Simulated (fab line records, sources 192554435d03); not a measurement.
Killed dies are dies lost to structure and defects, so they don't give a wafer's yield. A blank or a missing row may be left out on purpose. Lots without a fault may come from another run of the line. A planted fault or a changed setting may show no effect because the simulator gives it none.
fab line records | flow n5_finfet | part 2 of 2: steps 30 to 33 of 33
record lots=5 wafers=15 last_day=15
route steps=1938 shown BEOL_M13@1701 BEOL_M14@1716
lots that met no fault: from a run of the same line without faults
start_h: hours from the record's first day to the start of the lot's first wafer shown | wait_h: hours since the lot's step before | " the same as in the row above | L1.1+2: a row that stands for several wafers | - no value, or no start given | * or withheld: withheld | < > ~ a bound
route shown NAME@n: a module of which the file shows steps, and the number in the route of the first | usual: mean/standard deviation of fault-free wafers | same: alike in all rows | chamber/n: place in a boat | sites: the reading at each site | _std_site: their standard deviation | _edge_site: outer sites' mean less inner sites' | radius_mm: how far each site lies from the wafer's centre | mask NAME#n: copy n | behind: the tool/chamber that last shaped the wafer | hold: why the lot was held/for how many hours/how that ended | device: the transistor (n, p or np) that didn't switch | end of line: the same wafers' tests at the end of the route | a step without rows: its recipe alone | killed: dies lost to structure and defects at the first sort, not the wafer's yield | map: a wafer's dies, x killed, . not, _ none there
set.NAME: the setting as run; set.NAME@STEP: as run at that earlier step | model.NAME: the simulator's own value behind a step, which no gauge read
lots at some steps of the route; a table a step, a row a wafer
services: from which hour (start_h, from the record's first day; less than 0 if before it) a tool's chamber was out of use, for how many hours, and why
## steps
# step N5_BEOL_M14_ETCH_59
# recipe chemistry=N2/H2 target=BARC target_depth_a=890 overetch_a=267 time_s=67.9 ion_energy_ev=200 pressure_mtorr=30 source_w=840 bias_w=150 n2_flow_sccm=200 h2_flow_sccm=200
# usual drypump_motor_current_A=5.8/0.48 h2_flow_sccm=199.9/0.58 oes_product_au=0.68/0.051 rf_vpp_V=523.4/2.7 showerhead_plenum_p_Torr=2.53/0.088 throttle_valve_pct=17.81/0.21
# columns lot.wafer tool chamber start_h wait_h drypump_motor_current_A h2_flow_sccm oes_product_au rf_hours_counter_h rf_vpp_V showerhead_plenum_p_Torr throttle_valve_pct
L079.1 rie_diel-06 2 282.59 0.0 5.8 200.5 0.72 43 523.0 2.49 17.77
L079.2 " 0 " " 5.3 199.4 0.68 120 528.0 2.65 17.82
L079.6 " 0 " " 5.4 200.5 0.68 - 527.9 2.65 17.84
L081.1 rie_diel-05 2 289.49 0.0 5.1 200.4 0.74 47 521.4 2.48 17.60
L081.3 " 3 " " 6.7 200.3 0.63 185 523.2 2.54 17.99
L081.5 " 3 " " 6.7 199.7 0.63 - 523.4 2.54 17.99
L084.2 rie_diel-06 0 307.48 0.0 5.3 200.5 0.67 127 528.6 2.65 17.83
L084.3 " 1 " " 6.0 199.5 0.60 240 521.5 2.40 17.89
L084.5 " 0 " " 5.3 199.6 0.67 - 528.0 2.65 17.85
L086.1 rie_diel-05 0 323.36 0.0 6.1 199.6 0.69 70 521.3 2.47 17.90
L086.3 " 2 " " 5.2 201.0 0.72 60 521.4 2.47 17.60
L086.4 " 1 " " 5.9 200.1 0.69 98 520.9 2.46 17.90
L087.3 rie_diel-04 0 333.72 0.0 6.7 199.7 0.76 24 528.2 2.71 17.57
L087.4 " 3 " " 5.8 199.9 0.68 80 527.0 2.56 17.78
L087.5 " 1 " " 5.3 200.3 0.65 - 527.0 2.65 17.98
# step N5_BEOL_M14_VIA_ETCH_16
# recipe chemistry=C4F8/O2/Ar target=SiO2 he_inner_torr=15 he_outer_torr=30 target_depth_a=12313 time_s=withheld ion_energy_ev=800 pressure_mtorr=20 source_w=1905 bias_w=2040 Ar_flow_sccm=400 C4F8_flow_sccm=16 O2_flow_sccm=12 ends=cleared
# usual drypump_motor_current_A=5.8/0.48 he_outer_torr=30.00/0.062 oes_product_au=0.71/0.057 rf_vpp_V=2220/20 showerhead_plenum_p_Torr=3.42/0.11 throttle_valve_pct=30.84/0.23
# columns lot.wafer tool chamber start_h wait_h drypump_motor_current_A he_outer_torr oes_product_au rf_vpp_V showerhead_plenum_p_Torr throttle_valve_pct
L079.1 rie_diel-06 2 282.64 0.0 5.7 30.00 0.77 2207 3.37 30.79
L079.2 " 0 " " 5.3 29.92 0.71 2252 3.61 31.10
L079.6 " 0 " " 5.3 29.88 0.71 2250 3.61 31.10
L081.1 rie_diel-05 2 289.54 0.0 5.1 29.94 0.78 2231 3.35 30.58
L081.3 " 3 " " 6.7 30.00 0.66 2234 3.44 31.01
L081.5 " 3 " " 6.7 29.96 0.66 2233 3.44 31.01
L084.2 rie_diel-06 0 307.53 0.0 5.3 30.05 0.72 2251 3.60 31.12
L084.3 " 1 " " 6.0 29.96 0.63 2213 3.26 30.77
L084.5 " 0 " " 5.4 30.06 0.71 2251 3.60 31.11
L086.1 rie_diel-05 0 323.41 0.0 6.1 30.07 0.74 2182 3.35 31.02
L086.3 " 2 " " 5.1 30.05 0.75 2232 3.35 30.56
L086.4 " 1 " " 5.9 30.04 0.73 2216 3.33 30.84
L087.3 rie_diel-04 0 333.78 0.0 6.7 29.98 0.81 2242 3.63 30.45
L087.4 " 3 " " 5.9 30.01 0.73 2220 3.47 30.77
L087.5 " 1 " " 5.3 30.02 0.69 2241 3.58 31.02
# step N5_BEOL_M14_STRIP_63
# recipe chemistry=O2 power_w=600 temp_c=60 pressure_mtorr=30 rf_frequency_hz=6e+07 bias_power_w=0 overash_fraction=0.3 o2_flow_sccm=225
# usual drypump_motor_current_A=5.8/0.48 oes_product_au=0.79/0.063 rf_vpp_V=3.7/0.91 showerhead_plenum_p_Torr=2.08/0.077 temp_c=60.00/0.12 throttle_valve_pct=16.62/0.22
# same overash_fraction=0.3
# columns lot.wafer tool chamber start_h wait_h drypump_motor_current_A oes_product_au rf_hours_counter_h rf_vpp_V showerhead_plenum_p_Torr temp_c throttle_valve_pct
L079.1 rie_diel-06 2 - - 5.8 0.86 43 3.1 2.05 60.00 16.45
L079.2 " 0 " " 5.3 0.80 120 4.5 2.20 59.88 16.78
L079.6 " 0 " " 5.3 0.79 - 2.7 2.20 59.94 16.77
L081.1 rie_diel-05 2 - - 5.1 0.86 47 3.6 2.05 60.02 16.43
L081.3 " 3 " " 6.6 0.73 186 3.9 2.08 60.02 16.74
L081.5 " 3 " " 6.7 0.72 - 3.0 2.08 59.86 16.76
L084.2 rie_diel-06 0 - - 5.3 0.78 127 4.8 2.19 59.91 16.80
L084.3 " 1 " " 6.0 0.70 240 3.4 1.98 59.88 16.71
L084.5 " 0 " " 5.3 0.79 - 4.3 2.19 60.02 16.79
L086.1 rie_diel-05 0 - - 6.0 0.82 70 3.6 2.04 59.92 16.71
L086.3 " 2 " " 5.1 0.83 60 2.2 2.05 59.94 16.49
L086.4 " 1 " " 5.9 0.82 98 2.6 2.03 60.16 16.73
L087.3 rie_diel-04 0 - - 6.7 0.90 24 4.0 2.24 60.01 16.29
L087.4 " 3 " " 5.8 0.82 80 3.3 2.12 59.93 16.58
L087.5 " 1 " " 5.3 0.76 - 3.6 2.19 60.15 16.83
# step N5_BEOL_M14_STRIP_64
# recipe chemistry=O2 power_w=600 temp_c=60 pressure_mtorr=30 rf_frequency_hz=6e+07 bias_power_w=0 overash_fraction=0.3 o2_flow_sccm=225
# usual drypump_motor_current_A=5.8/0.48 oes_product_au=0.79/0.063 rf_vpp_V=3.6/0.44 showerhead_plenum_p_Torr=2.08/0.077 temp_c=60.00/0.1 throttle_valve_pct=16.63/0.22
# same overash_fraction=0.3
# columns lot.wafer tool chamber start_h wait_h drypump_motor_current_A oes_product_au rf_hours_counter_h rf_vpp_V showerhead_plenum_p_Torr temp_c throttle_valve_pct
L079.1 rie_diel-06 2 - - 5.8 0.85 43 3.0 2.05 59.99 16.47
L079.2 " 0 " " 5.3 0.79 120 4.2 2.20 59.99 16.79
L079.6 " 0 " " 5.4 0.79 - 2.9 2.20 59.99 16.78
L081.1 rie_diel-05 2 - - 5.1 0.86 47 3.2 2.05 59.98 16.42
L081.3 " 3 " " 6.7 0.73 186 3.4 2.08 60.18 16.73
L081.5 " 3 " " 6.6 0.73 - 4.3 2.08 60.05 16.75
L084.2 rie_diel-06 0 - - 5.3 0.78 127 3.6 2.19 59.91 16.80
L084.3 " 1 " " 6.0 0.69 240 2.7 1.98 60.10 16.71
L084.5 " 0 " " 5.3 0.79 - 4.2 2.19 59.95 16.79
L086.1 rie_diel-05 0 - - 6.1 0.82 70 3.7 2.04 59.96 16.74
L086.3 " 2 " " 5.1 0.84 60 2.9 2.05 60.06 16.46
L086.4 " 1 " " 5.9 0.82 98 3.9 2.03 60.07 16.71
L087.3 rie_diel-04 0 - - 6.7 0.89 24 3.5 2.24 60.10 16.30
L087.4 " 3 " " 5.8 0.82 80 3.3 2.12 59.88 16.59
L087.5 " 1 " " 5.3 0.77 - 4.6 2.20 59.98 16.83
## services
# columns tool chamber start_h hours kind
pecvd-03 - 267.09 6.0 pm
cmp-01 - 269.07 5.5 pm
krf_scanner-01 - 269.73 1.3 pm
rie_diel-05 - 270.27 0.2 repair
cmp-04 - 275.63 4.0 pm
cmp-03 - 279.06 0.5 repair
pecvd-01 1 279.43 5.5 scheduled_down
pvd_sputter-02 - 281.56 1.6 repair
krf_scanner-02 - 283.41 3.6 pm
litho_track-04 - 285.79 - consumable_replace:filter
cmp-04 - 286.66 4.5 repair
pecvd-02 - 288.38 2.8 pm
rie_diel-04 3 294.87 1.6 repair
rie_diel-04 0 297.11 5.5 repair
krf_scanner-02 - 303.76 0.8 pm
krf_scanner-02 - 305.23 0.8 repair
wet_bench-03 - 310.82 1.9 pm
krf_scanner-02 - 312.60 1.0 pm
cmp-01 - 327.32 4.0 pm
krf_scanner-01 - 328.12 1.0 pm
cmp-01 - 331.32 - consumable_replace:conditioner
cmp-01 - 331.32 - consumable_replace:pad
pecvd-01 1 331.86 9.5 repair
ecd_cu-02 - 333.76 4.8 repair
